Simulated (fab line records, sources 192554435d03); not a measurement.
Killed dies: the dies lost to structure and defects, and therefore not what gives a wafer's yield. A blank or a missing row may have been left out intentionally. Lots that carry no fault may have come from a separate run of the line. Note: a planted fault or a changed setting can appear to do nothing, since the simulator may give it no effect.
fab line records	flow n5_finfet
record: lots: 7	wafers: 39
route steps=1938 shown DUMMY_GATE@220 SD_EPI_P@321 SD_ACTIVATION@330 HKMG_FIN@406
start_h: hours from the record's opening day to when the first of the lot's shown wafers began	wait_h: hours from the lot's prior step to this one	" same as the row above	L1.1+2: a row that stands for several wafers	- no value, or no start given	* or withheld: withheld	< > ~ a bound
route shown NAME@n: a module of which the file shows steps, and the number in the route of the first	usual: mean and standard deviation over wafers with no fault	same: alike in all rows	chamber/n: place in a boat	sites: readings site by site	_std_site: standard deviation across them	_edge_site: mean of outer sites minus mean of inner sites	radius_mm: for every site, how far away it sits from the centre of the wafer	mask NAME#n: copy n	behind: the last tool/chamber to shape the wafer	hold: why the lot was held/for how many hours/how that ended	device: whichever transistor did not switch (one of n, p or np)	end of line: at the end of the route, the tests of the same wafers	for a step that has no rows: nothing shown but its recipe	killed: not the wafer's yield, but the dies lost to structure and defects at the first sort	map: shows each die of a wafer: x if killed, . if not, _ if none is there
set.NAME: the setting the step ran with; set.NAME@STEP: the setting that earlier step ran with	model.NAME: the simulator's own value behind a step, which no gauge read
lots where settings were altered on purpose, with a table for each step and a row for each wafer
== steps ==
step: N5_DUMMY_GATE_HM_DEP_06
recipe: material: SiNx	target_thk_a: 800	precursor: DCS/NH3	temp_c: 700	pressure_mtorr: 300	time_s: 5141
lot.wafer	tool	chamber	start_h	wait_h	set.time_s	model.SiNx_of_DUMMY_GATE_HM_DEP_06.thk_nm
L077.1+6	-	-	-	0.0	5630	87
L077.2	"	-	"	"	5630	86.6
L077.3+5	"	-	"	"	5630	86.4
L077.4	"	-	"	"	5630	87.2
L079.1+4	-	-	-	0.0	4582	69.2
L079.2	"	-	"	"	4582	69
L079.3	"	-	"	"	4582	70
L079.5	"	-	"	"	4582	69.8
L079.6	"	-	"	"	4582	69.6
L081.1+3	-	-	-	0.0	5359	83.6
L081.2+6	"	-	"	"	5359	83.4
L081.4	"	-	"	"	5359	83
L081.5	"	-	"	"	5359	82.8
L086.1	-	-	-	0.0	5141	79.6
L086.2	"	-	"	"	5141	79.8
L086.3+5+6	"	-	"	"	5141	80.4
L086.4	"	-	"	"	5141	80.2
L089.1+2+3+4+6	-	-	-	0.0	4739	73.4
L089.5	"	-	"	"	4739	73.8
L091.1+2+4	-	-	-	0.0	4638	72
L091.3+5	"	-	"	"	4638	71.8
L091.6	"	-	"	"	4638	72.4
L092.1	lpcvd-02	1/15	155.02	0.0	5141	78.8
L092.2	"	1/20	"	"	5141	79.2
L092.3	"	1/25	"	"	5141	79.4
step: N5_DUMMY_GATE_EXPOSE_12
recipe: mask_id: GATE	na: 0.33	source_shape: annular	sigma_inner: 0.2	sigma_outer: 0.6	polarization: unpolarized	target_cd_nm: 25	dose_mj: 34
lot.wafer	tool	chamber	start_h	wait_h	mask	set.dose_mj
L077.1+2+3+4+5+6	euv_scanner-01	0	65.43	-	GATE#0	34
L079.1+2+5	euv_scanner-01	0	76.83	-	GATE#0	34
L079.3+4+6	"	0	"	"	GATE#0	35.89
L081.1+5+6	euv_scanner-02	0	89.89	-	GATE#0	34
L081.2+3+4	"	0	"	"	GATE#0	36
L086.1+4+5	euv_scanner-02	0	123.52	-	GATE#0	35.74
L086.2+3+6	"	0	"	"	GATE#0	34
L089.1+2+3+4+5+6	euv_scanner-01	0	136.52	-	GATE#0	34
L091.1+5+6	euv_scanner-02	0	149.22	-	GATE#0	32.92
L091.2+3+4	"	0	"	"	GATE#0	34
L092.1+2+3	euv_scanner-02	0	159.17	-	GATE#0	34
step: N5_DUMMY_GATE_PEB_13
recipe: peb_temp_c: 100	peb_time_s: 60	resist: CAR-EUV
step: N5_DUMMY_GATE_DEVELOP_14
recipe: develop_time_s: 30	developer: TMAH	resist: CAR-EUV	rinse_liquid: surfactant_rinse	dry: air_spin	dev_temp_c: 23
step: N5_DUMMY_GATE_CD_MEAS_15
recipe: target_cd_nm: 25.8	landing_energy_ev: 500	detector: se_inlens
usual: cd_nm: 24.93/0.22
lot.wafer	tool	chamber	start_h	wait_h	set.dose_mj@DUMMY_GATE_EXPOSE_12	cd_nm
L077.1	cd_sem-03	0	65.56	-	34	25.10
L077.2	"	0	"	"	34	25.08
L077.3	"	0	"	"	34	24.59
L077.4	"	0	"	"	34	25.30
L077.5	"	0	"	"	34	25.48
L077.6	"	0	"	"	34	24.83
L079.1	cd_sem-01	0	76.96	-	34	24.87
L079.2	"	0	"	"	34	25.02
L079.3	"	0	"	"	35.89	23.83
L079.4	"	0	"	"	35.89	23.69
L079.5	"	0	"	"	34	24.81
L079.6	"	0	"	"	35.89	23.86
L081.1	cd_sem-02	0	90.02	-	34	25.15
L081.2	"	0	"	"	36	23.50
L081.3	"	0	"	"	36	23.64
L081.4	"	0	"	"	36	23.82
L081.5	"	0	"	"	34	25.00
L081.6	"	0	"	"	34	25.21
L086.1	cd_sem-02	0	123.64	-	35.74	24.12
L086.2	"	0	"	"	34	24.83
L086.3	"	0	"	"	34	24.81
L086.4	"	0	"	"	35.74	23.48
L086.5	"	0	"	"	35.74	24.30
L086.6	"	0	"	"	34	25.06
L089.1	cd_sem-03	0	136.65	-	34	24.90
L089.2	"	0	"	"	34	25.09
L089.3	"	0	"	"	34	25.12
L089.4	"	0	"	"	34	25.08
L089.5	"	0	"	"	34	24.98
L089.6	"	0	"	"	34	25.15
L091.1	cd_sem-03	0	149.34	-	32.92	25.81
L091.2	"	0	"	"	34	24.95
L091.3	"	0	"	"	34	25.06
L091.4	"	0	"	"	34	24.88
L091.5	"	0	"	"	32.92	25.63
L091.6	"	0	"	"	32.92	25.62
L092.1	cd_sem-02	0	159.30	-	34	25.15
L092.2	"	0	"	"	34	25.07
L092.3	"	0	"	"	34	25.30
step: N5_DUMMY_GATE_ETCH_32
recipe: chemistry: CF4	target: SiO2	target_depth_a: 35	time_s: 3.9	ion_energy_ev: 350	pressure_mtorr: 10	icp_w: 800	bias_w: 400	cf4_flow_sccm: 80
lot.wafer	tool	chamber	start_h	wait_h	set.time_s	model.etch.depth_nm
L077.1	rie_si-02	1	66.36	0.1	3.9	3.478
L077.2	"	0	"	"	4.526	4.001
L077.3	"	2	"	"	4.526	4.216
L077.4	"	3	"	"	4.526	4.111
L077.5	"	2	"	"	3.9	3.619
L077.6	"	1	"	"	3.9	3.482
L079.1	rie_si-06	2	77.82	0.1	3.9	3.411
L079.2	"	0	"	"	3.9	3.56
L079.3	"	3	"	"	3.9	3.48
L079.4	"	1	"	"	3.9	3.64
L079.5	"	0	"	"	3.9	3.578
L079.6	"	3	"	"	3.9	3.475
L081.1	rie_si-02	0	90.82	0.1	3.9	3.471
L081.2	"	3	"	"	3.9	3.547
L081.3	"	2	"	"	3.195	2.985
L081.4	"	1	"	"	3.9	3.508
L081.5	"	2	"	"	3.195	3.008
L081.6	"	3	"	"	3.195	2.892
L086.1	rie_si-02	2	124.89	0.1	3.9	3.687
L086.2	"	3	"	"	3.9	3.54
L086.3	"	1	"	"	3.9	3.5
L086.4	"	0	"	"	3.9	3.516
L086.5	"	3	"	"	3.9	3.555
L086.6	"	0	"	"	3.9	3.472
L089.1	rie_si-05	1	137.72	0.1	3.9	3.501
L089.2	"	0	"	"	3.9	3.473
L089.3	"	2	"	"	2.994	2.655
L089.4	"	1	"	"	3.9	3.512
L089.5	"	0	"	"	2.994	2.691
L089.6	"	2	"	"	2.994	2.663
L091.1	rie_si-06	3	150.15	0.1	4.341	3.874
L091.2	"	1	"	"	4.341	4.013
L091.3	"	2	"	"	3.9	3.391
L091.4	"	0	"	"	3.9	3.488
L091.5	"	1	"	"	4.341	4.042
L091.6	"	2	"	"	3.9	3.42
L092.1	rie_si-05	0	160.10	0.1	3.9	3.443
L092.2	"	2	"	"	3.9	3.406
L092.3	"	1	"	"	3.9	3.453
step: N5_SD_EPI_P_EPI_21
recipe: material: SiGe:B	dopant: B	temp_c: 550	pressure_torr: 20	ambient: H2	time_s: 355
lot.wafer	tool	chamber	start_h	wait_h	set.time_s	model.SiGe-B_of_SD_EPI_P_EPI_21.thk_nm
L077.1+6	epi_rpcvd-04	0	75.62	0.1	310.3	56.2
L077.2+3+5	"	0	"	"	355	61.2
L077.4	"	0	"	"	310.3	56.4
L079.1+2	epi_rpcvd-01	0	86.32	0.2	355	62.2
L079.3	"	0	"	"	355	61.2
L079.4+6	"	0	"	"	355	61.4
L079.5	"	0	"	"	355	60.8
L081.1+4	epi_rpcvd-04	0	103.03	0.2	420.3	69.4
L081.2	"	0	"	"	355	62
L081.3+6	"	0	"	"	355	62.6
L081.5	"	0	"	"	420.3	69.8
L086.1	epi_rpcvd-04	0	132.98	0.1	396.2	66.2
L086.2	"	0	"	"	396.2	66
L086.3	"	0	"	"	396.2	66.8
L086.4	"	0	"	"	355	61.2
L086.5	"	0	"	"	355	62.4
L086.6	"	0	"	"	355	61.6
L089.1	epi_rpcvd-03	0	146.40	0.3	319	57
L089.2+3	"	0	"	"	355	61
L089.4	"	0	148.32	2.0	355	60.8
L089.5+6	"	0	"	"	319	56.8
L091.1	epi_rpcvd-03	0	158.95	0.1	355	60.6
L091.2	"	0	"	"	287.7	53.4
L091.3	"	0	"	"	287.7	54
L091.4	"	0	"	"	355	61.2
L091.5	"	0	"	"	355	61.4
L091.6	"	0	"	"	287.7	53.2
L092.1	epi_rpcvd-01	0	168.24	0.1	355	59.6
L092.2	"	0	"	"	355	59.8
L092.3	"	0	"	"	355	60.4
step: N5_SD_EPI_P_EPI_MEAS_23
recipe: mode: xrd
usual: thk_nm: 61.1/1.1
lot.wafer	tool	chamber	start_h	wait_h	set.time_s@SD_EPI_P_EPI_21	thk_nm
L077.1	film_metro-01	-	77.81	1.8	310.3	57.6
L077.2	"	-	"	"	355	60.6
L077.3	"	-	"	"	355	61.7
L077.4	"	-	"	"	310.3	56.2
L077.5	"	-	"	"	355	62.0
L077.6	"	-	"	"	310.3	55.2
L079.1	film_metro-01	-	89.23	2.4	355	63.3
L079.2	"	-	"	"	355	61.5
L079.3	"	-	"	"	355	60.4
L079.4	"	-	"	"	355	62.2
L079.5	"	-	"	"	355	61.8
L079.6	"	-	"	"	355	60.9
L081.1	film_metro-02	-	105.95	2.4	420.3	69.5
L081.2	"	-	"	"	355	62.1
L081.3	"	-	"	"	355	62.2
L081.4	"	-	"	"	420.3	68.4
L081.5	"	-	"	"	420.3	70.1
L081.6	"	-	"	"	355	62.6
L086.1	film_metro-01	-	135.18	1.8	396.2	64.9
L086.2	"	-	"	"	396.2	66.3
L086.3	"	-	"	"	396.2	67.1
L086.4	"	-	"	"	355	61.0
L086.5	"	-	"	"	355	62.4
L086.6	"	-	"	"	355	62.2
L089.1	film_metro-02	-	150.27	3.2	319	56.0
L089.2	"	-	"	"	355	61.0
L089.3	"	-	"	"	355	62.4
L089.4	"	-	"	"	355	61.4
L089.5	"	-	"	"	319	56.0
L089.6	"	-	"	"	319	56.5
L091.1	film_metro-01	-	161.14	1.8	355	60.9
L091.2	"	-	"	"	287.7	53.9
L091.3	"	-	"	"	287.7	54.9
L091.4	"	-	"	"	355	63.4
L091.5	"	-	"	"	355	62.4
L091.6	"	-	"	"	287.7	53.6
L092.1	film_metro-01	-	170.43	1.8	355	58.9
L092.2	"	-	"	"	355	60.3
L092.3	"	-	"	"	355	60.6
step: N5_SD_EPI_P_HM_STRIP_48
recipe: chemistry: H3PO4	temp_c: 160	material: SiNx	target: SiNx	target_depth_a: 30	overetch_fraction: 0.3
step: N5_SD_EPI_P_SRD_49
recipe: dry: ipa_marangoni	time_s: 30	temp_c: 23	rinse_liquid: diw
step: N5_SD_ACTIVATION_RTA_00
recipe: temp_c: 975	time_s: 0	ambient: N2	idle_temp_c: 600	ramp_up_c_per_s: 150	ramp_down_c_per_s: 60	cool_to_c: 600
step: N5_SD_ACTIVATION_LSA_01
recipe: temp_c: 1080	time_s: 0.0008	ambient: N2
step: N5_SD_ACTIVATION_RS_MEAS_03
recipe: thk_meas_gauge: four-point-probe
usual: RS_SD_N: 21.9/0.37	RS_SD_P: 56.2/0.93
lot.wafer	tool	chamber	start_h	wait_h	set.time_s@SD_EPI_P_EPI_21	RS_SD_N[ohm/sq]	RS_SD_P[ohm/sq]
L077.1	film_metro-02	-	78.42	0.2	310.3	21.4	61.5
L077.2	"	-	"	"	355	21.6	56.7
L077.3	"	-	"	"	355	21.8	56.4
L077.4	"	-	"	"	310.3	21.4	61.6
L077.5	"	-	"	"	355	21.6	56.5
L077.6	"	-	"	"	310.3	21.4	61.5
L079.1	film_metro-01	-	89.85	0.2	355	21.3	54.9
L079.2	"	-	"	"	355	21.5	55.1
L079.3	"	-	"	"	355	21.3	56.4
L079.4	"	-	"	"	355	21.3	55.8
L079.5	"	-	"	"	355	21.1	56.5
L079.6	"	-	"	"	355	21.1	56.1
L081.1	film_metro-01	-	106.58	0.2	420.3	21.4	49.5
L081.2	"	-	"	"	355	21.6	54.9
L081.3	"	-	"	"	355	21.8	55.2
L081.4	"	-	"	"	420.3	21.9	49.8
L081.5	"	-	"	"	420.3	21.7	48.8
L081.6	"	-	"	"	355	21.6	54.7
L086.1	film_metro-01	-	135.79	0.2	396.2	21.8	51.9
L086.2	"	-	"	"	396.2	22.5	51.8
L086.3	"	-	"	"	396.2	22.2	51.2
L086.4	"	-	"	"	355	22.0	56.5
L086.5	"	-	"	"	355	21.9	55.0
L086.6	"	-	"	"	355	21.6	55.1
L089.1	film_metro-01	-	151.07	0.2	319	21.5	58.9
L089.2	"	-	"	"	355	21.7	55.1
L089.3	"	-	"	"	355	22.1	54.7
L089.4	"	-	"	"	355	21.6	55.5
L089.5	"	-	"	"	319	21.6	59.1
L089.6	"	-	"	"	319	21.5	58.7
L091.1	film_metro-01	-	161.76	0.2	355	21.9	57.1
L091.2	"	-	"	"	287.7	21.9	65.1
L091.3	"	-	"	"	287.7	22.0	64.4
L091.4	"	-	"	"	355	21.8	56.6
L091.5	"	-	"	"	355	22.1	57.0
L091.6	"	-	"	"	287.7	21.7	65.4
L092.1	film_metro-01	-	171.05	0.2	355	22.8	57.8
L092.2	"	-	"	"	355	22.9	57.7
L092.3	"	-	"	"	355	23.0	57.2
step: N5_HKMG_FIN_ETCH_58
recipe: chemistry: N2/H2	target: SOC	target_depth_a: 2158	ion_energy_ev: 50	bias_w: 13	time_s: 741	pressure_mtorr: 30	source_w: 875	n2_flow_sccm: 200	h2_flow_sccm: 200
usual: rf_vpp_V: 99.1/0.93
lot.wafer	tool	chamber	start_h	wait_h	set.bias_w	rf_vpp_V	model.SOC_of_HKMG_FIN_COAT_41.thk_nm	model.etch.depth_nm	model.HKMG_FIN.feature_depth_nm
L077.1	rie_diel-02	3	93.18	0.0	13	98.9	82.8	217.4	217.4
L077.2	"	2	"	"	13	99.7	84	217	217
L077.3	"	1	"	"	13	98.6	84.6	216.3	216.4
L077.4	"	0	"	"	10.54	85.5	106.6	194.8	194.8
L077.5	"	3	"	"	10.54	86.6	101.8	198.7	198.6
L077.6	"	0	"	"	10.54	86.4	105.8	194.4	194.4
L079.1	rie_diel-02	2	106.11	0.0	11.24	90.2	96.2	203.7	203.8
L079.2	"	1	"	"	13	99.3	86.4	213.6	213.6
L079.3	"	3	"	"	11.24	90.7	97	202.8	202.8
L079.4	"	0	"	"	13	99.9	90.6	210.1	210
L079.5	"	2	"	"	11.24	90.9	95	204.8	204.8
L079.6	"	1	"	"	13	98.2	85.6	215.2	215.2
L081.1	rie_diel-05	1	119.92	0.0	14.81	105.8	82	219.9	219.8
L081.2	"	2	"	"	14.81	108.3	72.8	227.9	228
L081.3	"	0	"	"	14.81	108.2	74.8	226.6	226.6
L081.4	"	2	"	"	13	98.7	86.4	214.4	214.4
L081.5	"	0	"	"	13	100.1	87.8	213.3	213.2
L081.6	"	1	"	"	13	98.6	92.2	208.2	208.2
L086.1	rie_diel-02	3	149.63	0.0	13	100.6	84.4	215.7	215.6
L086.2	"	1	"	"	14.87	110.0	72.2	228.3	228.4
L086.3	"	0	"	"	14.87	107.0	73.4	225.7	225.6
L086.4	"	2	"	"	14.87	109.2	66.8	232.6	232.6
L086.5	"	1	"	"	13	99.9	84.4	215.1	215
L086.6	"	2	"	"	13	99.7	80.4	219.2	219.2
L089.1	rie_diel-04	3	164.71	0.0	13	97.9	90.6	208.7	208.6
L089.2	"	0	"	"	14.99	107.7	75	224.5	224.4
L089.3	"	2	"	"	14.99	107.7	72.2	227.3	227.4
L089.4	"	1	"	"	13	99.7	88.2	211.6	211.6
L089.5	"	3	"	"	13	98.0	91.8	207.9	207.8
L089.6	"	2	"	"	14.99	109.0	73	226.4	226.4
L091.1	rie_diel-02	0	175.97	0.0	13	98.5	90.2	211.1	211.2
L091.2	"	1	"	"	13	99.6	87	214.4	214.4
L091.3	"	2	"	"	15.28	110.0	69.6	231.4	231.4
L091.4	"	3	"	"	13	98.3	85.6	215.5	215.4
L091.5	"	0	"	"	15.28	109.0	75.8	225	225
L091.6	"	1	"	"	15.28	111.8	68.4	232.3	232.4
L092.1	rie_diel-04	0	185.18	0.0	13	99.7	89	212.2	212.2
L092.2	"	2	"	"	13	98.0	87.4	214.5	214.6
L092.3	"	1	"	"	13	100.2	87.4	213.8	213.8
step: N5_HKMG_FIN_STRIP_93
recipe: chemistry: N2/H2	material: SOC	time_s: 20	power_w: 500	temp_c: 40	pressure_mtorr: 50	rf_frequency_hz: 6e+07	bias_power_w: 8	h2_frac: 0.5	n2_flow_sccm: 300	h2_flow_sccm: 300
lot.wafer	tool	chamber	start_h	wait_h	set.bias_w@HKMG_FIN_ETCH_58	model.SOC_of_HKMG_FIN_COAT_41.thk_nm
L077.1	rie_diel-02	3	93.61	0.2	13	72.4
L077.2	"	2	"	"	13	73.4
L077.3	"	1	"	"	13	74.2
L077.4	"	0	"	"	10.54	96.8
L077.5	"	3	"	"	10.54	91.2
L077.6	"	0	"	"	10.54	95.8
L079.1	rie_diel-02	2	106.53	0.2	11.24	85.6
L079.2	"	1	"	"	13	76
L079.3	"	3	"	"	11.24	86.6
L079.4	"	0	"	"	13	80.6
L079.5	"	2	"	"	11.24	84.6
L079.6	"	1	"	"	13	75.2
L081.1	rie_diel-05	1	120.34	0.2	14.81	72.2
L081.2	"	2	"	"	14.81	62.4
L081.3	"	0	"	"	14.81	64.6
L081.4	"	2	"	"	13	76.2
L081.5	"	0	"	"	13	77.6
L081.6	"	1	"	"	13	82.2
L086.1+5	rie_diel-02	3,1	150.06	0.2	13	74
L086.2	"	1	"	"	14.87	61.8
L086.3	"	0	"	"	14.87	63.4
L086.4	"	2	"	"	14.87	56.4
L086.6	"	2	"	"	13	70
L089.1	rie_diel-04	3	165.14	0.2	13	80.8
L089.2	"	0	"	"	14.99	65
L089.3	"	2	"	"	14.99	62.2
L089.4	"	1	"	"	13	78
L089.5	"	3	"	"	13	82
L089.6	"	2	"	"	14.99	63
L091.1	rie_diel-02	0	176.39	0.2	13	80.2
L091.2	"	1	"	"	13	76.6
L091.3	"	2	"	"	15.28	59.2
L091.4	"	3	"	"	13	75.4
L091.5	"	0	"	"	15.28	65.8
L091.6	"	1	"	"	15.28	58
L092.1	rie_diel-04	0	185.61	0.2	13	78.8
L092.2	"	2	"	"	13	77.2
L092.3	"	1	"	"	13	77.4
== key ==
split: step: N5_DUMMY_GATE_HM_DEP_06	setting: time_s	stated: 5141	by: lot
response: step: N5_DUMMY_GATE_HM_DEP_06	reading: model.SiNx_of_DUMMY_GATE_HM_DEP_06.thk_nm	change: +0.821	per: 1%	r: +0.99
split: step: N5_DUMMY_GATE_EXPOSE_12	setting: dose_mj	stated: 34	by: wafer
response: step: N5_DUMMY_GATE_CD_MEAS_15	reading: cd_nm	change: -0.215	per: 1%	r: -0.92
split: step: N5_DUMMY_GATE_ETCH_32	setting: time_s	stated: 3.9	by: wafer
response: step: N5_DUMMY_GATE_ETCH_32	reading: model.etch.depth_nm	change: +0.0356	per: 1%	r: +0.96
split: step: N5_SD_EPI_P_EPI_21	setting: time_s	stated: 355	by: wafer
response: step: N5_SD_EPI_P_EPI_21	reading: model.SiGe-B_of_SD_EPI_P_EPI_21.thk_nm	change: +0.394	per: 1%	r: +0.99
response: step: N5_SD_EPI_P_EPI_MEAS_23	reading: thk_nm	change: *	per: 1%	r: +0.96
response: step: N5_SD_ACTIVATION_RS_MEAS_03	reading: RS_SD_P	change: -0.368	per: 1%	r: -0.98
split: step: N5_HKMG_FIN_ETCH_58	setting: bias_w	stated: 13	by: wafer
response: step: N5_HKMG_FIN_ETCH_58	reading: rf_vpp_V	change: +0.639	per: 1%	r: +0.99
response: step: N5_HKMG_FIN_ETCH_58	reading: model.SOC_of_HKMG_FIN_COAT_41.thk_nm	change: -0.945	per: 1%	r: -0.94
response: step: N5_HKMG_FIN_ETCH_58	reading: model.etch.depth_nm	change: +0.95	per: 1%	r: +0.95
response: step: N5_HKMG_FIN_ETCH_58	reading: model.HKMG_FIN.feature_depth_nm	change: +0.952	per: 1%	r: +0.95
response: step: N5_HKMG_FIN_STRIP_93	reading: model.SOC_of_HKMG_FIN_COAT_41.thk_nm	change: -0.948	per: 1%	r: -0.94
